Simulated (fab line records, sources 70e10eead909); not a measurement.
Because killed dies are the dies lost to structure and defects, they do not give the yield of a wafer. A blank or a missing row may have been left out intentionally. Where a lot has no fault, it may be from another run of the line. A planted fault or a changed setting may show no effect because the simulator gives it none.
What tool caused it?    flow nand_harc    24 lots with 72 wafers sampled at 6 steps, on a route of 1159 steps

WHAT THE GAUGES SHOWED, per wafer
The record lacks any reading of a measuring or inspecting step that a usual standard deviation could be used to judge.

TOOL THAT RAN EACH LOT (tool first, then ch and the chambers of the sampled wafers, then the start)
lot   NHARC_A_SGD_CUT_ETCHBACK_24         NHARC_A_WL_FILL_ETCHBACK_17        NHARC_A_CONTACT_ETCH_115              NHARC_A_CONTACT_ETCH_122              NHARC_A_CONTACT_ETCH_123              NHARC_A_CONTACT_STRIP_55
L074  rie_diel-06 ch 2,3, day 13 05:47    rie_metal-01 ch 1, day 14 19:14    har_cap_etch-01 ch 0,1, day 15 18:10  har_cap_etch-01 ch 0,1, day 15 18:49  har_cap_etch-01 ch 0,1, day 15 18:56  rie_diel-03 ch 0,1, no start
L075  rie_diel-06 ch 0,2,3, day 14 07:35  rie_metal-01 ch 0,1, day 15 19:17  har_cap_etch-03 ch 0,1, day 16 13:25  har_cap_etch-03 ch 0,1, day 16 14:16  har_cap_etch-03 ch 0,1, day 16 14:23  rie_diel-12 ch 0,2,3, no start
L078  rie_diel-04 ch 0,2, day 14 20:47    rie_metal-01 ch 0,1, day 16 03:34  har_cap_etch-02 ch 0,1, day 17 02:53  har_cap_etch-02 ch 0,1, day 17 03:44  har_cap_etch-02 ch 0,1, day 17 03:51  rie_diel-10 ch 1,2, no start
L077  rie_diel-06 ch 0,1,3, day 14 20:47  rie_metal-02 ch 0,1, day 16 03:31  har_cap_etch-02 ch 0,1, day 16 21:07  har_cap_etch-02 ch 0,1, day 16 21:45  har_cap_etch-02 ch 0,1, day 16 21:50  rie_diel-10 ch 1,2,3, no start
L076  rie_diel-09 ch 0,2,3, day 14 20:50  rie_metal-02 ch 0,1, day 16 04:49  har_cap_etch-03 ch 0,1, day 16 20:20  har_cap_etch-03 ch 0,1, day 16 20:58  har_cap_etch-03 ch 0,1, day 16 21:06  rie_diel-03 ch 0,1,3, no start
L079  rie_diel-06 ch 1,3, day 15 10:35    rie_metal-03 ch 0,1, day 16 22:21  har_cap_etch-02 ch 0,1, day 17 20:29  har_cap_etch-02 ch 0,1, day 17 21:08  har_cap_etch-02 ch 0,1, day 17 21:18  rie_diel-03 ch 0,1,2, no start
L082  rie_diel-09 ch 0,1,2, day 15 10:36  rie_metal-02 ch 0,1, day 16 19:46  har_cap_etch-03 ch 0,1, day 17 15:50  har_cap_etch-03 ch 0,1, day 17 16:41  har_cap_etch-03 ch 0,1, day 17 16:48  rie_diel-10 ch 0,1,3, no start
L080  rie_diel-09 ch 2,3, day 15 10:40    rie_metal-03 ch 0,1, day 17 03:58  har_cap_etch-03 ch 0,1, day 18 03:49  har_cap_etch-03 ch 0,1, day 18 04:27  har_cap_etch-03 ch 0,1, day 18 04:35  rie_diel-10 ch 0,2, no start
L081  rie_diel-04 ch 1,2,3, day 16 08:38  rie_metal-03 ch 0,1, day 17 15:54  har_cap_etch-03 ch 0,1, day 18 10:50  har_cap_etch-03 ch 0,1, day 18 11:29  har_cap_etch-03 ch 0,1, day 18 11:34  rie_diel-12 ch 0,1,3, no start
L085  rie_diel-04 ch 1,3, day 16 17:47    rie_metal-01 ch 0,1, day 18 02:20  har_cap_etch-02 ch 0,1, day 18 19:33  har_cap_etch-02 ch 0,1, day 18 20:11  har_cap_etch-02 ch 0,1, day 18 20:19  rie_diel-10 ch 1,3, no start
L084  rie_diel-06 ch 0,1,2, day 16 17:50  rie_metal-02 ch 0,1, day 18 01:33  har_cap_etch-03 ch 0,1, day 18 20:26  har_cap_etch-03 ch 0,1, day 18 21:04  har_cap_etch-03 ch 0,1, day 18 21:14  rie_diel-03 ch 0,3, no start
L086  rie_diel-04 ch 1,2, day 17 01:17    rie_metal-03 ch 0,1, day 18 07:56  har_cap_etch-02 ch 1, day 19 02:14    har_cap_etch-02 ch 1, day 19 02:52    har_cap_etch-02 ch 1, day 19 02:59    rie_diel-10 ch 1,2,3, no start
L083  rie_diel-06 ch 2,3, day 17 01:18    rie_metal-01 ch 0,1, day 18 11:03  har_cap_etch-03 ch 0,1, day 19 06:37  har_cap_etch-03 ch 0,1, day 19 07:16  har_cap_etch-03 ch 0,1, day 19 07:26  rie_diel-10 ch 0,3, no start
L087  rie_diel-04 ch 0,1, day 17 01:23    rie_metal-02 ch 0,1, day 18 08:55  har_cap_etch-03 ch 0,1, day 19 02:33  har_cap_etch-03 ch 0,1, day 19 03:11  har_cap_etch-03 ch 0,1, day 19 03:19  rie_diel-12 ch 0,1,2, no start
L088  rie_diel-04 ch 0,1,2, day 17 12:38  rie_metal-02 ch 0,1, day 19 01:13  har_cap_etch-03 ch 0,1, day 19 19:02  har_cap_etch-03 ch 0,1, day 19 19:40  har_cap_etch-03 ch 0,1, day 19 19:46  rie_diel-10 ch 0,1,3, no start
L089  rie_diel-06 ch 1,2,3, day 17 12:39  rie_metal-01 ch 0,1, day 19 01:31  har_cap_etch-02 ch 0,1, day 19 18:34  har_cap_etch-02 ch 0,1, day 19 19:11  har_cap_etch-02 ch 0,1, day 19 19:19  rie_diel-12 ch 0,1,2, no start
L090  rie_diel-04 ch 1,2, day 18 07:38    rie_metal-02 ch 0,1, day 19 17:54  har_cap_etch-03 ch 0,1, day 20 10:25  har_cap_etch-03 ch 0,1, day 20 11:03  har_cap_etch-03 ch 0,1, day 20 11:13  rie_diel-12 ch 0,1,3, no start
L093  rie_diel-09 ch 0,1,2, day 18 15:20  rie_metal-01 ch 0,1, day 20 04:02  har_cap_etch-03 ch 0,1, day 20 21:16  har_cap_etch-03 ch 0,1, day 20 21:53  har_cap_etch-03 ch 0,1, day 20 21:59  rie_diel-03 ch 1,2,3, no start
L092  rie_diel-04 ch 0,1, day 18 15:22    rie_metal-02 ch 0,1, day 20 01:01  har_cap_etch-01 ch 0,1, day 20 18:05  har_cap_etch-01 ch 0,1, day 20 18:43  har_cap_etch-01 ch 0,1, day 20 18:53  rie_diel-10 ch 0,1,3, no start
L091  rie_diel-04 ch 0,2,3, day 18 21:47  rie_metal-02 ch 0,1, day 20 07:49  har_cap_etch-02 ch 0,1, day 21 02:07  har_cap_etch-02 ch 0,1, day 21 02:46  har_cap_etch-02 ch 0,1, day 21 02:53  rie_diel-03 ch 1,2,3, no start
L094  rie_diel-06 ch 0,1,3, day 18 21:47  rie_metal-03 ch 0,1, day 20 07:48  har_cap_etch-01 ch 0,1, day 21 00:58  har_cap_etch-01 ch 0,1, day 21 01:37  har_cap_etch-01 ch 0,1, day 21 01:42  rie_diel-10 ch 1,2,3, no start
L096  rie_diel-04 ch 0,1,3, day 20 00:32  rie_metal-03 ch 0,1, day 21 10:52  har_cap_etch-01 ch 0,1, day 22 03:46  har_cap_etch-01 ch 0,1, day 22 04:25  har_cap_etch-01 ch 0,1, day 22 04:32  rie_diel-03 ch 0,2, no start
L095  rie_diel-09 ch 0,1, day 20 00:34    rie_metal-02 ch 0,1, day 21 10:58  har_cap_etch-03 ch 0,1, day 22 06:16  har_cap_etch-03 ch 0,1, day 22 06:54  har_cap_etch-03 ch 0,1, day 22 07:04  rie_diel-10 ch 1,3, no start
L097  rie_diel-04 ch 2,3, day 20 00:36    rie_metal-03 ch 0,1, day 21 12:43  har_cap_etch-02 ch 0,1, day 22 08:43  har_cap_etch-02 ch 0,1, day 22 09:20  har_cap_etch-02 ch 0,1, day 22 09:28  rie_diel-03 ch 0,2, no start
- NHARC_A_SGD_CUT_ETCHBACK_24: etches the open film in CH3F/O2, target depth 50 nm, time 92.857 s.
- NHARC_A_WL_FILL_ETCHBACK_17: etches the open film in Cl2/BCl3, target depth 4 nm, time 26.7 s.
- NHARC_A_CONTACT_ETCH_115: etches the open film in C4F8/O2/Ar, time 94 s, target depth 922 nm.
- NHARC_A_CONTACT_ETCH_122: etches the open film in C4F8/O2/Ar, time 95 s, target depth 930 nm.
- NHARC_A_CONTACT_ETCH_123: etches the open film in C4F8/O2/Ar, time 253 s, target depth 1090 nm.
- NHARC_A_CONTACT_STRIP_55: strips in O2.

WHAT THE TOOLS THEMSELVES READ (means of the sampled wafers that have a number; where no wafer has one, the mark that the record gives instead)
NHARC_A_SGD_CUT_ETCHBACK_24.
lot   tool         ch3f_flow_sccm (sccm)  drypump_motor_current_A (A)  oes_product_au (a.u.)  rf_vpp_V (V)  showerhead_plenum_p_Torr (Torr)  throttle_valve_pct (%)
L074  rie_diel-06  49.87                  5.8                          1.01                   242.7         2.39                             20.674
L075  rie_diel-06  50.04                  5.5                          0.99                   242.9         2.42                             20.660
L078  rie_diel-04  50.05                  5.5                          0.92                   243.6         2.45                             20.651
L077  rie_diel-06  50.03                  5.5                          0.93                   243.8         2.46                             20.662
L076  rie_diel-09  49.94                  5.9                          0.99                   244.3         2.39                             20.670
L079  rie_diel-06  50.00                  5.9                          0.93                   243.8         2.39                             20.665
L082  rie_diel-09  49.86                  5.8                          0.99                   243.2         2.39                             20.674
L080  rie_diel-09  50.10                  6.0                          0.92                   243.7         2.42                             20.656
L081  rie_diel-04  49.96                  5.9                          0.92                   244.6         2.47                             20.664
L085  rie_diel-04  50.02                  6.1                          0.98                   245.2         2.53                             20.665
L084  rie_diel-06  49.91                  5.5                          1.01                   244.7         2.49                             20.668
L086  rie_diel-04  50.01                  6.2                          1.00                   245.4         2.58                             20.658
L083  rie_diel-06  50.24                  5.9                          0.94                   243.7         2.35                             20.678
L087  rie_diel-04  49.96                  6.0                          0.99                   245.4         2.57                             20.661
L088  rie_diel-04  50.02                  5.7                          0.92                   245.0         2.51                             20.661
L089  rie_diel-06  50.07                  5.8                          0.93                   243.6         2.42                             20.664
L090  rie_diel-04  49.90                  5.9                          0.99                   245.6         2.52                             20.667
L093  rie_diel-09  49.90                  5.8                          1.00                   243.3         2.39                             20.665
L092  rie_diel-04  49.80                  5.5                          0.96                   244.1         2.50                             20.664
L091  rie_diel-04  49.87                  5.5                          0.92                   243.5         2.40                             20.676
L094  rie_diel-06  49.99                  5.5                          1.00                   243.9         2.45                             20.668
L096  rie_diel-04  50.05                  5.6                          0.92                   244.6         2.46                             20.665
L095  rie_diel-09  50.02                  5.7                          1.01                   242.6         2.39                             20.660
L097  rie_diel-04  50.18                  5.6                          0.99                   243.1         2.41                             20.663

NHARC_A_WL_FILL_ETCHBACK_17.
lot   tool          drypump_motor_current_A (A)  oes_product_au (a.u.)
L074  rie_metal-01  5.0                          1.020
L075  rie_metal-01  6.0                          1.019
L078  rie_metal-01  6.0                          1.017
L077  rie_metal-02  5.9                          1.001
L076  rie_metal-02  5.9                          0.998
L079  rie_metal-03  5.6                          0.994
L082  rie_metal-02  6.0                          0.996
L080  rie_metal-03  5.6                          0.988
L081  rie_metal-03  5.6                          0.993
L085  rie_metal-01  5.5                          1.005
L084  rie_metal-02  5.9                          0.986
L086  rie_metal-03  5.6                          0.999
L083  rie_metal-01  5.5                          1.005
L087  rie_metal-02  6.0                          1.010
L088  rie_metal-02  6.0                          1.000
L089  rie_metal-01  5.5                          0.999
L090  rie_metal-02  6.0                          1.002
L093  rie_metal-01  5.5                          1.004
L092  rie_metal-02  6.0                          1.002
L091  rie_metal-02  6.0                          0.982
L094  rie_metal-03  5.6                          0.997
L096  rie_metal-03  5.6                          0.989
L095  rie_metal-02  6.0                          0.995
L097  rie_metal-03  5.6                          0.992

NHARC_A_CONTACT_STRIP_55.
lot   tool         drypump_motor_current_A (A)  oes_product_au (a.u.)  rf_vpp_V (V)  showerhead_plenum_p_Torr (Torr)  throttle_valve_pct (%)
L074  rie_diel-03  5.0                          0.993                  58.4          3.52                             17.031
L075  rie_diel-12  5.7                          0.981                  57.9          3.62                             17.043
L078  rie_diel-10  5.8                          1.012                  57.6          3.34                             17.036
L077  rie_diel-10  5.9                          1.008                  57.9          3.36                             17.034
L076  rie_diel-03  5.4                          1.012                  58.1          3.51                             17.034
L079  rie_diel-03  5.1                          1.006                  58.2          3.55                             17.038
L082  rie_diel-10  5.9                          1.012                  58.4          3.47                             17.050
L080  rie_diel-10  5.3                          1.016                  57.7          3.40                             17.038
L081  rie_diel-12  5.6                          0.993                  57.1          3.51                             17.036
L085  rie_diel-10  5.9                          0.997                  56.8          3.38                             17.033
L084  rie_diel-03  5.4                          1.004                  57.5          3.48                             17.035
L086  rie_diel-10  5.8                          1.016                  56.6          3.35                             17.033
L083  rie_diel-10  5.4                          1.006                  58.0          3.43                             17.054
L087  rie_diel-12  5.9                          0.999                  58.8          3.54                             17.039
L088  rie_diel-10  5.8                          1.008                  57.2          3.46                             17.038
L089  rie_diel-12  5.9                          1.003                  57.8          3.54                             17.036
L090  rie_diel-12  5.6                          1.002                  57.7          3.50                             17.032
L093  rie_diel-03  5.4                          1.004                  58.5          3.53                             17.038
L092  rie_diel-10  5.9                          1.006                  57.5          3.46                             17.034
L091  rie_diel-03  5.4                          1.006                  57.6          3.53                             17.033
L094  rie_diel-10  5.9                          1.010                  57.6          3.35                             17.032
L096  rie_diel-03  5.1                          0.992                  57.3          3.50                             17.034
L095  rie_diel-10  5.9                          1.008                  58.0          3.37                             17.039
L097  rie_diel-03  5.1                          1.004                  57.7          3.50                             17.042

THE ANSWER, worked out from the rows above alone
Rule: the lots themselves supply what counts as usual. The widest of any qualifying gaps counts: lots, ordered by their means at a reading, are off when they make up no more than a third of the lots, leave a main group of 4 or more, and stand apart from it by 3 or more times the standard deviation of that group's means. If all means in a main group match to the digits the tables above print for the reading, that group is not used. A lot without any number at a reading at which 4 lots or more have one is off too. All remaining lots with rows at the step are treated as sound. Order of review: gauges by route order, followed by the tools' own readings, for which a lot's mean as printed above is used. The first step at which some lot is off is used, and at that step the reading that is off furthest; a lot without a number counts as furthest.
No lot is off at any reading shown: from this, nothing can be told.

WHAT THE SIMULATOR PUT IN
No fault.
